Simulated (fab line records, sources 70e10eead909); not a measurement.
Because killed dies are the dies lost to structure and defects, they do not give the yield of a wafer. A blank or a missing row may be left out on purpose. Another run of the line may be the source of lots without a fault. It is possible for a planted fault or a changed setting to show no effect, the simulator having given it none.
Comparing a struck lot with a sound one / flow nand harc / 13 out of 1302 route steps
Sound: wafers L761.1, L761.4, L761.6. Wafers struck: L755.4, L755.5, L755.6. The cause is given at the end.
At each step with rows: each side's tool, then ch and its chambers, then its first start. Under that, the readings that differ: sound wafers / struck wafers / difference of the means / sigmas: that difference in standard deviations of wafers without a fault.
alike: same words and numbers on both sides, and readings whose means sit less than 2 such deviations apart. not compared: any withheld reading, any reading some wafer has no value for, any bound like >300 that may hide the same value, and any number with overlapping values for which the record gives no deviation.
Wherever a step has rows on one side only, a row that says differs or no value, or a row with sigmas, the two part there. Numbers that have no deviation but don't overlap get no sigmas and don't part them. A reading missing from all wafers of one side parts the sides only when that side holds two or more wafers.

NHARC_A_SLIT_CD_MEAS_21:
  struck on cd sem-03, day 26 01:56; sound on cd sem-03, day 27 04:01
  alike: cd nm
then, 3 steps without rows for these wafers: NHARC_A_SIN_REMOVE_WET_00 (chemistry H3PO4, time 15300 s); NHARC_A_SIN_REMOVE_PRECLEAN_01 (cleans in SC1); NHARC_A_SIN_REMOVE_SRD_02.
NHARC_A_SIN_REMOVE_INSPECT_04:
  struck on defect inspect-01, day 26 09:10; sound on defect inspect-01, day 27 10:16
  alike: raw defect count
NHARC_A_WL_FILL_ALD_00: deposits Al2O3, target thk 3 nm, pulse time 3 s, ald cycles 30.
  sound on ald hk-04 ch 0,1,3, day 27 10:31; struck on ald hk-03 ch 0,2,3, day 26 09:23
  alike: heater power w, precursor pulse height rel
NHARC_A_WL_FILL_RTA_01: time 5 s.
  sound on rtp anneal-02 ch 0, day 27 10:46; struck on rtp anneal-01 ch 0, day 26 09:44
reading=lamp power pct (%); sound=29.7 29.7 29.7; struck=26.0 26.0 26.0; difference=-3.7; sigmas=-2
  alike: wafer_temp_C_max
NHARC_A_WL_FILL_ALD_02: deposits TiN, target thk 2 nm, pulse time 3 s, ald cycles 100.
  sound on ald metal-03 ch 0,1,2, day 27 11:01; struck on ald metal-02 ch 0,2,3, day 26 10:01
  alike: heater power w, precursor pulse height rel
then, 1 step without rows for these wafers: NHARC_A_WL_FILL_CVD_03 (deposits W, target thk 40 nm, time 279 s).
NHARC_A_WL_FILL_ETCHBACK_04: etches the open film in NF3, target depth 60 nm, time 120 s.
  sound on rie metal-01 ch 0,1, day 27 11:55; struck on rie metal-01 ch 0,1, day 26 10:49
  alike: chamber pressure mTorr, drypump motor current A, oes product au
  not compared: rf hours counter h
NHARC_A_WL_FILL_ETCHBACK_05: etches the open film in Cl2/BCl3, target depth 22 nm, time 60 s.
  sound on rie metal-01 ch 1, day 27 12:10; struck on rie metal-01 ch 0,1, day 26 11:01
  no value came back on the struck wafers for chamber pressure mTorr (mTorr), drypump motor current A (A), oes product au (a.u.); on the sound wafers chamber pressure mTorr (mTorr) reads 9.998 9.998 10.000
  not compared: rf hours counter h
NHARC_A_WL_FILL_STRIP_27: strips in N2/H2, time 20 s.
  sound on plasma asher-01 ch 0, day 27 12:18; struck on plasma asher-01 ch 0,1, day 26 11:12
  alike: drypump motor current A, heater power w
  not compared: rf hours counter h
-- break in the record here, with 4 days between the starts of the struck wafers on either side (left off in module A_WL_FILL, picked up again in module END, where the first step shown is number 1302 on the route) --
NHARC_END_SORT_01:
  sound on prober-02 ch 0, day 31 13:20; struck on prober-02 ch 0, day 30 14:28
reading=hold; sound=- - -; struck=await dispo/1.0h/scrap await dispo/1.0h/scrap await dispo/1.0h/scrap; difference=no value on the sound wafers; sigmas=
reading=killed at array; sound=62 71 80; struck=670 672 674; difference=+601; sigmas=+40
reading=killed dies; sound=69 74 81; struck=677 677 677; difference=+602; sigmas=+40
  alike: killed at other, killed at periphery, killed open, killed short

## WHERE THEY PART
Earliest at NHARC_A_WL_FILL_RTA_01; latest, in this record, at NHARC_END_SORT_01.

WHY: what the simulator had put in
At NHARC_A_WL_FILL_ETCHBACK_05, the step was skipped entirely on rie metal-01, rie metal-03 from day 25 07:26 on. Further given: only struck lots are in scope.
